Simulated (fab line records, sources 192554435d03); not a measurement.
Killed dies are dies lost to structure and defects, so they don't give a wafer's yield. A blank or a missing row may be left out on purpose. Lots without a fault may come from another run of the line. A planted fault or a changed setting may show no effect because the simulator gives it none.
fab line records | flow n5_finfet
record lots=6 wafers=17 last_day=17
route steps=1938 shown BEOL_M0_SAQP@659 BEOL_M4@1111 PASSIVATION@1936
lots that met no fault: from a run of the same line without faults
start_h: hours from the record's first day to the start of the lot's first wafer shown | wait_h: hours since the lot's step before | " the same as in the row above | L1.1+2: a row that stands for several wafers | - no value, or no start given | * or withheld: withheld | < > ~ a bound
route shown NAME@n: a module of which the file shows steps, and the number in the route of the first | usual: mean/standard deviation of fault-free wafers | same: alike in all rows | chamber/n: place in a boat | sites: the reading at each site | _std_site: their standard deviation | _edge_site: outer sites' mean less inner sites' | radius_mm: how far each site lies from the wafer's centre | mask NAME#n: copy n | behind: the tool/chamber that last shaped the wafer | hold: why the lot was held/for how many hours/how that ended | device: the transistor (n, p or np) that didn't switch | end of line: the same wafers' tests at the end of the route | a step without rows: its recipe alone | killed: dies lost to structure and defects at the first sort, not the wafer's yield | map: a wafer's dies, x killed, . not, _ none there
set.NAME: the setting as run; set.NAME@STEP: as run at that earlier step | model.NAME: the simulator's own value behind a step, which no gauge read
lots at some steps of the route; a table a step, a row a wafer
services: from which hour (start_h, from the record's first day; less than 0 if before it) a tool's chamber was out of use, for how many hours, and why
## steps
# step N5_BEOL_M0_SAQP_STRIP_86
# recipe chemistry=N2/H2 power_w=500 temp_c=40 pressure_mtorr=50 rf_frequency_hz=6e+07 overash_fraction=0.3 bias_power_w=28 h2_frac=0.5 n2_flow_sccm=300 h2_flow_sccm=300
# step N5_BEOL_M0_SAQP_STRIP_115
# recipe chemistry=post_etch_residue_remover time_s=60 temp_c=25 remover_ph=withheld remover_water_wt_pct=withheld remover_fluoride_wt_pct=withheld
# step N5_BEOL_M0_SAQP_SRD_93
# recipe dry=ipa_marangoni time_s=30 temp_c=23 rinse_liquid=diw
# step N5_BEOL_M0_SAQP_RECESS_114
# recipe chemistry=HF/NH3 target=SiO2 target_depth_a=144 afs_cycles=3 temp_c=30 sublimation_temp_c=180 sublimation_time_s=60
# usual drypump_motor_current_A=5.53/0.12
# columns lot.wafer tool chamber start_h wait_h drypump_motor_current_A
L382.2 vapor_etch-02 1 134.70 0.0 5.50
L382.5 " 0 " " 5.39
L382.6 " 1 " " 5.51
L384.1 vapor_etch-02 1 142.37 0.0 5.51
L384.5 " 1 " " 5.52
L384.6 " 0 " " 5.37
L385.2 vapor_etch-01 0 150.19 0.1 5.68
L385.4 " 1 " " 5.61
L385.5 " 1 " " 5.63
L387.1 vapor_etch-01 0 162.86 0.0 5.66
L387.4 " 1 " " 5.66
L387.5 " 1 " " 5.63
L397.2 vapor_etch-01 0 227.47 0.0 5.67
L397.3 " 1 " " 5.62
L397.6 " 0 " " 5.69
L399.1 vapor_etch-01 1 237.33 0.0 5.62
L399.2 " 0 " " 5.67
# step N5_BEOL_M0_SAQP_SPACER1_ALD_98
# recipe material=SiO2 target_thk_a=128 temp_c=300 ald_precursor_family=BDEAS ald_co_reactant=O2-plasma pulse_time_s=1 purge_time_s=2 co_reactant_purge_time_s=2 ald_cycles=138 pressure_torr=2
# usual heater_power_w=476/68 precursor_pulse_height_rel=1.001/0.02
# same co_reactant_purge_time_s=2 pulse_time_s=1
# columns lot.wafer tool chamber start_h wait_h heater_power_w precursor_pulse_height_rel
L382.2 ald_sin-04 2 135.08 0.3 424 1.033
L382.5 " 2 " " 432 0.989
L382.6 " 1 " " 581 1.023
L384.1 ald_sin-01 3 142.75 0.3 517 1.028
L384.5 " 3 " " 517 0.993
L384.6 " 0 " " 504 0.987
L385.2 ald_sin-02 1 150.58 0.3 510 0.976
L385.4 " 0 " " 586 1.005
L385.5 " 2 " " 363 1.014
L387.1 ald_sin-02 0 163.25 0.3 599 1.011
L387.4 " 3 " " 433 0.983
L387.5 " 2 " " 373 1.032
L397.2 ald_sin-04 2 227.96 0.4 426 0.978
L397.3 " 0 " " 441 0.999
L397.6 " 1 " " 586 0.989
L399.1 ald_sin-01 2 238.20 0.8 529 0.984
L399.2 " 1 " " 389 0.994
# step N5_BEOL_M0_SAQP_SPACER1_ETCHBACK_99
# recipe chemistry=CHF3/O2 mode=anisotropic_etchback target=SiO2 target_depth_a=154 time_s=7.7 pressure_mtorr=30 source_w=650 bias_w=170 Ar_flow_sccm=200 CHF3_flow_sccm=50 O2_flow_sccm=5 ion_energy_ev=200
# step N5_BEOL_M0_SAQP_MANDREL1_REMOVE_100
# recipe chemistry=HBr/Cl2/O2 bt_time_s=10 target=a-Si stop_on=SiNx endpoint=OES-SiCl over_etch_frac=0.85 icp_w=600 bias_w=30 HBr_flow_sccm=150 Cl2_flow_sccm=80 O2_flow_sccm=5 pressure_mtorr=10
# usual drypump_motor_current_A=5.6/0.42 he_backside_leak_sccm=2.66/0.26 oes_product_au=0.996/0.02 throttle_valve_pct=36.9/0.5
# columns lot.wafer tool chamber start_h wait_h drypump_motor_current_A he_backside_leak_sccm oes_product_au rf_hours_counter_h throttle_valve_pct
L382.2 rie_si-03 2 135.64 0.1 5.1 3.02 0.950 94 36.2
L382.5 " 1 " " 5.8 2.61 0.985 - 38.0
L382.6 " 2 " " 5.1 3.07 0.945 - 36.2
L384.1 rie_si-05 1 143.31 0.1 5.7 2.58 1.024 4 37.3
L384.5 " 1 " " 5.7 3.38 1.027 - 37.3
L384.6 " 2 " " 5.0 2.81 1.013 - 37.2
L385.2 rie_si-06 2 151.14 0.1 5.5 2.53 0.985 99 37.6
L385.4 " 2 " " 5.4 2.45 0.984 - 37.6
L385.5 " 1 " " 5.2 2.53 1.007 - 36.4
L387.1 rie_si-06 0 163.81 0.1 5.6 2.60 1.018 9 37.0
L387.4 " 0 " " 5.7 2.63 1.002 - 37.0
L387.5 " 1 " " 5.1 2.69 0.993 - 36.4
L397.2 rie_si-06 2 228.52 0.1 5.4 2.60 0.977 101 37.5
L397.3 " 0 " " 5.7 2.69 0.978 11 37.0
L397.6 " 3 " " 5.6 2.37 1.016 - 36.4
L399.1 rie_si-06 1 238.78 0.1 5.2 2.62 1.001 11 36.4
L399.2 " 3 " " 5.6 2.58 1.004 1 36.4
# step N5_BEOL_M0_SAQP_CD_MEAS_25
# recipe target_cd_nm=13.1 landing_energy_ev=1000 detector=se_inlens
# usual cd_nm=12.80/0.23
# columns lot.wafer tool chamber start_h wait_h cd_nm
L382.2 cd_sem-03 0 135.76 0.1 12.90
L382.5 " 0 " " 12.42
L382.6 " 0 " " 12.27
L384.1 cd_sem-03 0 143.42 0.1 12.81
L384.5 " 0 " " 12.31
L384.6 " 0 " " 12.80
L385.2 cd_sem-03 0 151.25 0.1 13.15
L385.4 " 0 " " 12.92
L385.5 " 0 " " 12.81
L387.1 cd_sem-02 0 163.92 0.1 12.69
L387.4 " 0 " " 12.69
L387.5 " 0 " " 13.26
L397.2 cd_sem-03 0 228.63 0.1 12.96
L397.3 " 0 " " 12.49
L397.6 " 0 " " 12.69
L399.1 cd_sem-02 0 238.89 0.1 13.07
L399.2 " 0 " " 12.86
# step N5_BEOL_M0_SAQP_ETCH_101
# recipe chemistry=CH3F/O2 target=SiNx mask_material=SiO2 target_depth_a=299 time_s=42.7 pressure_mtorr=30 source_w=395 bias_w=73 Ar_flow_sccm=150 CH3F_flow_sccm=30 O2_flow_sccm=20 ion_energy_ev=120
# usual CH3F_flow_sccm=29.99/0.09 drypump_motor_current_A=5.8/0.45 oes_product_au=0.72/0.037 rf_vpp_V=300/9 showerhead_plenum_p_Torr=2.05/0.049 throttle_valve_pct=16.48/0.19
# columns lot.wafer tool chamber start_h wait_h CH3F_flow_sccm drypump_motor_current_A oes_product_au rf_hours_counter_h rf_vpp_V showerhead_plenum_p_Torr throttle_valve_pct
L382.2 rie_diel-03 0 135.79 0.0 30.01 5.9 0.72 171 315 2.09 16.42
L382.5 " 0 " " 30.14 5.9 0.72 - 316 2.09 16.41
L382.6 " 2 " " 29.83 5.7 0.79 - 288 2.03 16.55
L384.1 rie_diel-06 0 143.46 0.0 30.11 5.7 0.71 186 306 2.05 16.15
L384.5 " 2 " " 29.88 6.7 0.79 - 308 1.95 16.43
L384.6 " 3 " " 29.98 5.2 0.75 - 294 1.91 16.45
L385.2 rie_diel-06 2 151.29 0.0 29.93 6.7 0.79 125 307 1.94 16.45
L385.4 " 1 " " 29.89 5.7 0.70 195 293 2.09 16.33
L385.5 " 1 " " 30.15 5.7 0.70 - 295 2.09 16.32
L387.1 rie_diel-06 2 163.96 0.0 30.05 6.7 0.78 129 309 1.94 16.44
L387.4 " 0 " " 29.99 5.7 0.71 192 308 2.05 16.16
L387.5 " 0 " " 30.01 5.7 0.71 - 308 2.05 16.15
L397.2 rie_diel-03 3 228.67 0.0 30.02 5.9 0.66 238 289 2.06 16.82
L397.3 " 1 " " 30.04 6.4 0.67 246 292 2.06 16.63
L397.6 " 0 " " 30.08 5.9 0.69 - 316 2.08 16.46
L399.1 rie_diel-03 3 238.93 0.0 30.11 5.9 0.66 241 289 2.06 16.85
L399.2 " 0 " " 29.95 5.9 0.69 206 315 2.07 16.49
# step N5_BEOL_M0_SAQP_ETCH_102
# recipe chemistry=CF4 target=SiO2 target_depth_a=40 ion_energy_ev=350 time_s=4.4 pressure_mtorr=10 icp_w=800 bias_w=400 cf4_flow_sccm=80
# step N5_BEOL_M0_SAQP_MANDREL_ETCH_103
# recipe chemistry=HBr/Cl2 target=a-Si target_depth_a=450 bt_time_s=10 stop_on=SiCN mask_material=SiO2 over_etch_frac=0.8 time_s=27 pressure_mtorr=10 icp_w=800 bias_w=75 HBr_flow_sccm=150 Cl2_flow_sccm=80 ends=end_point
# step N5_BEOL_M0_SAQP_RECESS_104
# recipe chemistry=HF/NH3 target=SiO2 target_depth_a=180 afs_cycles=3 temp_c=30 sublimation_temp_c=180 sublimation_time_s=60
# usual drypump_motor_current_A=5.54/0.12
# columns lot.wafer tool chamber start_h wait_h drypump_motor_current_A
L382.2 vapor_etch-01 0 136.01 0.1 5.67
L382.5 " 0 " " 5.67
L382.6 " 1 " " 5.63
L384.1 vapor_etch-02 0 143.68 0.1 5.38
L384.5 " 0 " " 5.37
L384.6 " 1 " " 5.49
L385.2 vapor_etch-01 1 151.51 0.1 5.63
L385.4 " 1 " " 5.64
L385.5 " 1 " " 5.63
L387.1 vapor_etch-01 1 164.18 0.1 5.65
L387.4 " 1 " " 5.63
L387.5 " 1 " " 5.65
L397.2 vapor_etch-01 1 228.89 0.1 5.64
L397.3 " 1 " " 5.65
L397.6 " 1 " " 5.65
L399.1 vapor_etch-02 1 239.15 0.1 5.48
L399.2 " 0 " " 5.37
# step N5_BEOL_M0_SAQP_COAT_105
# recipe resist=SOC temp_c=250 time_s=60 spin_rpm=1500 resist_thk_nm=100
# usual spin_speed_rpm=1500.2/1.2
# columns lot.wafer tool chamber start_h wait_h spin_speed_rpm model.SOC_of_BEOL_M0_SAQP_COAT_105.thk_nm
L382.2 litho_track-03 0 136.40 0.3 1499.8 100
L382.5 " 0 " " 1500.4 99.8
L382.6 " 0 " " 1501.1 100
L384.1 litho_track-05 0 144.07 0.3 1501.8 99.8
L384.5 " 0 " " 1500.3 99.8
L384.6 " 0 " " 1501.4 100
L385.2 litho_track-05 0 151.90 0.3 1601.5 97
L385.4 " 0 " " 1603.1 96.8
L385.5 " 0 " " 1603.7 96.8
L387.1 litho_track-05 0 164.56 0.3 1604.2 97.2
L387.4 " 0 " " 1602.6 96.8
L387.5 " 0 " " 1602.3 97.2
L397.2 litho_track-03 0 229.28 0.3 1501.2 99.6
L397.3 " 0 " " 1501.0 100
L397.6 " 0 " " 1500.4 99.8
L399.1 litho_track-03 0 239.53 0.3 1501.1 99.8
L399.2 " 0 " " 1499.1 99.8
# step N5_BEOL_M0_SAQP_ETCH_106
# recipe chemistry=N2/H2 target=SOC target_depth_a=1500 stop_on=SiNx ion_energy_ev=100 bias_w=61 pressure_mtorr=30 source_w=850 n2_flow_sccm=200 h2_flow_sccm=200
# step N5_BEOL_M0_SAQP_ETCH_107
# recipe chemistry=CH3F/O2 target=SiNx target_depth_a=300 mask_material=SOC pressure_mtorr=30 source_w=395 bias_w=73 Ar_flow_sccm=150 CH3F_flow_sccm=30 O2_flow_sccm=20 ion_energy_ev=120
# usual CH3F_flow_sccm=29.98/0.1 drypump_motor_current_A=5.8/0.48 oes_product_au=0.72/0.036 rf_vpp_V=299/8.5 showerhead_plenum_p_Torr=2.04/0.06 throttle_valve_pct=16.47/0.18
# columns lot.wafer tool chamber start_h wait_h CH3F_flow_sccm drypump_motor_current_A oes_product_au rf_hours_counter_h rf_vpp_V showerhead_plenum_p_Torr throttle_valve_pct model.SOC_of_BEOL_M0_SAQP_COAT_105.thk_nm
L382.2 rie_diel-03 3 136.52 0.0 29.84 5.9 0.69 206 289 2.07 16.77 13.4
L382.5 " 0 " " 29.91 5.9 0.73 - 316 2.09 16.42 14.4
L382.6 " 3 " " 29.95 5.9 0.69 - 289 2.07 16.77 12.8
L384.1 rie_diel-05 0 144.37 0.0 29.82 5.3 0.77 146 298 2.09 16.14 8
L384.5 " 3 " " 30.08 6.0 0.69 - 307 2.00 16.59 9.8
L384.6 " 2 " " 30.04 6.3 0.74 - 298 2.08 16.31 14.2
L385.2 rie_diel-05 2 152.04 0.0 29.99 6.3 0.73 194 299 2.08 16.30 11.8
L385.4 " 1 " " 29.93 5.1 0.71 182 301 2.09 16.59 12.2
L385.5 " 2 " " 29.97 6.3 0.74 - 298 2.08 16.30 10.4
L387.1 rie_diel-06 2 164.69 0.0 29.84 6.7 0.78 130 307 1.94 16.44 9.6
L387.4 " 1 " " 29.98 5.7 0.70 199 292 2.09 16.33 9.2
L387.5 " 3 " " 30.06 5.2 0.74 - 295 1.91 16.46 10.2
L397.2 rie_diel-06 0 229.40 0.0 29.92 5.7 0.69 212 307 2.04 16.19 15
L397.3 " 2 " " 30.02 6.7 0.76 147 308 1.94 16.48 13.4
L397.6 " 1 " " 30.17 5.7 0.68 - 293 2.08 16.39 12.6
L399.1 rie_diel-06 3 239.66 0.0 30.03 5.2 0.73 221 296 1.90 16.49 11.8
L399.2 " 0 " " 30.06 5.7 0.69 215 307 2.04 16.21 15
# step N5_BEOL_M0_SAQP_STRIP_108
# recipe chemistry=N2/H2 power_w=500 temp_c=40 pressure_mtorr=50 rf_frequency_hz=6e+07 overash_fraction=0.3 bias_power_w=28 h2_frac=0.5 n2_flow_sccm=300 h2_flow_sccm=300
# step N5_BEOL_M4_RC_MEAS_101
# usual DIBL_N=36.2/2.2 DIBL_P=36.5/3 IOFF_N=0.16/0.039 IOFF_P=0.22/0.047 ION_N=675/15 ION_P=463/10 SS_N=71.6/0.71 SS_P=73.4/0.94 VT_N=250/3.6 VT_P=-250/3.9
# columns lot.wafer tool chamber start_h wait_h DIBL_N[mV/V] DIBL_P[mV/V] IOFF_N[nA/um] IOFF_P[nA/um] ION_N[uA/um] ION_P[uA/um] SS_N[mV/dec] SS_P[mV/dec] VT_N[mV] VT_P[mV]
L382.2 prober-02 0 194.75 0.2 37.3 39.2 0.17 0.25 662 452 71.9 74.2 250 -248
L382.5 " 0 " " 29.9 29.1 0.08 0.12 635 442 69.9 71.4 262 -256
L382.6 " 0 " " 37.4 39.7 0.18 0.26 669 463 71.4 73.7 249 -245
L384.1 prober-02 0 200.80 0.0 36.8 38.3 0.19 0.26 665 460 72.2 75.0 245 -245
L384.5 " 0 " " 39.2 40.2 0.23 0.30 683 463 72.6 75.2 247 -246
L384.6 " 0 " " 37.2 38.9 0.19 0.28 673 465 71.4 75.3 249 -246
L385.2 prober-01 0 214.36 0.2 35.8 35.9 0.12 0.17 674 466 71.3 72.5 256 -253
L385.4 " 0 " " 37.2 38.1 0.16 0.21 682 468 71.1 73.5 250 -252
L385.5 " 0 " " 37.8 38.2 0.17 0.21 695 472 71.3 72.9 249 -252
L387.1 prober-02 0 222.86 0.0 33.1 32.1 0.11 0.11 643 434 70.9 71.8 257 -260
L387.4 " 0 " " 38.7 40.7 0.19 0.22 671 450 71.9 74.5 248 -252
L387.5 " 0 " " 38.0 39.7 0.19 0.20 668 443 71.7 73.8 248 -255
L399.1 prober-01 0 289.05 0.0 36.6 38.2 0.16 0.21 672 454 72.0 73.7 250 -252
L399.2 " 0 " " 35.8 37.8 0.14 0.20 690 470 71.6 73.6 250 -253
L397.2 prober-02 0 289.77 0.2 34.5 34.9 0.15 0.23 695 480 71.0 72.4 246 -243
L397.3 " 0 " " 35.0 35.5 0.16 0.24 670 475 71.6 73.1 247 -246
L397.6 " 0 " " 32.6 32.1 0.12 0.19 646 457 70.8 72.4 252 -247
# step N5_PASSIVATION_PROBE_49
# usual defect_limited_yield=91.5/1.5 killed_at_M0_to_M3=32/10 killed_at_M4_up=13/4.9 killed_at_contacts=13/6.1 killed_at_front_end=38/11 killed_at_other=3/3.2 killed_dies=101/18 killed_open=66/13 killed_short=32/8.3 sort_bin_5_function=5.0/1 sort_bin_6_memory=3.2/0.74 sort_bin_8_speed=0.1/1.1 sort_n_pass=1078/22 sort_yield_pct=91.3/1.9
# same gross_dies=1180 killed_at_back_side=0 sort_bin_4_leakage[%]=0
# columns lot.wafer tool chamber start_h wait_h defect_limited_yield[%] killed_at_M0_to_M3 killed_at_M4_up killed_at_contacts killed_at_front_end killed_at_other killed_dies killed_open killed_short sort_bin_5_function[%] sort_bin_6_memory[%] sort_bin_8_speed[%] sort_n_pass sort_yield_pct[%]
L385.5 prober-02 - 326.92 0.2 89.2 42 14 11 55 5 127 71 37 4.8 4.4 0 1053 89.2
L399.2 prober-02 - 402.56 0.1 90.9 31 20 16 36 4 107 74 30 5.2 3.9 0 1073 90.9
# killed by level:class
L385.5 STI_FIN_REVEAL:geometric_particle:open=18 HKMG_FIN:area_etch=12 MOL_CONTACT_COAG:geometric_particle:open=11 BEOL_M0_SAQP:geometric_particle:short=8 BEOL_M2:geometric_particle:short=7 BEOL_M0_SAQP:geometric_particle:open=7 BEOL_M3:geometric_particle:open=6 FIN_SAQP:geometric_particle:short=5
L399.2 MOL_CONTACT_COAG:geometric_particle:open=16 FIN_SAQP:geometric_particle:open=10 BEOL_M4:geometric_particle:open=10 BEOL_M2:geometric_particle:open=9 BEOL_M0_SAQP:geometric_particle:open=8 FIN_SAQP:geometric_particle:short=7 BEOL_M0_SAQP:geometric_particle:short=6 BEOL_M4:geometric_particle:short=5
## services
# columns tool chamber start_h hours kind
ald_sin-01 0 116.62 14.9 repair
rie_si-03 2 117.00 9.9 repair
rie_diel-06 0 119.35 10.0 repair
rie_diel-05 0 124.31 6.9 repair
rie_diel-03 1 127.54 46.7 repair
rie_diel-05 3 136.41 7.8 repair
ald_sin-04 3 139.48 - calibration
rie_si-06 3 143.17 - clean
rie_si-06 3 143.17 25.0 scheduled_down
rie_si-06 3 143.17 25.0 vent_cycle
rie_si-06 1 158.58 1.1 repair
ald_sin-04 0 164.70 5.0 repair
ald_sin-02 - 181.32 0.4 repair
rie_diel-06 - 182.23 2.8 pm
vapor_etch-01 - 185.61 4.3 pm
ald_sin-01 0 201.35 5.4 repair
ald_sin-02 1 209.49 5.5 repair
rie_si-03 2 210.38 3.7 repair
ald_sin-02 0 217.68 2.5 repair
ald_sin-04 - 225.66 1.4 repair
## key
first_sign step=N5_BEOL_M0_SAQP_COAT_105 reading=spin_speed_rpm direction=up sigmas=86 usual=* struck=*
effect none on later readings
model_effect step=N5_BEOL_M0_SAQP_COAT_105 value=SOC_of_BEOL_M0_SAQP_COAT_105.thk_nm without=100.2 struck=96.97
model_effect step=N5_BEOL_M0_SAQP_ETCH_107 value=SOC_of_BEOL_M0_SAQP_COAT_105.thk_nm without=13.8 struck=10.57
met_at N5_BEOL_M0_SAQP_COAT_105
struck_wafers L385.2,L385.4,L385.5,L387.1,L387.4,L387.5
baseline_loss step=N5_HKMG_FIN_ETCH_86 wafers=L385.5
onset_between 144.07 151.90
fault kind=process_parameter_drift tool=litho_track-05 chamber=- onset_h=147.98 steps=N5_BEOL_M0_SAQP_COAT_105 channel=spin_rpm offset=* shape=step end_h=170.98 acts_in=* stated=*
# baseline_loss: these wafers lose ten dies or more at that step, a loss of the line's own and not of a fault; the sort's usual values leave them out
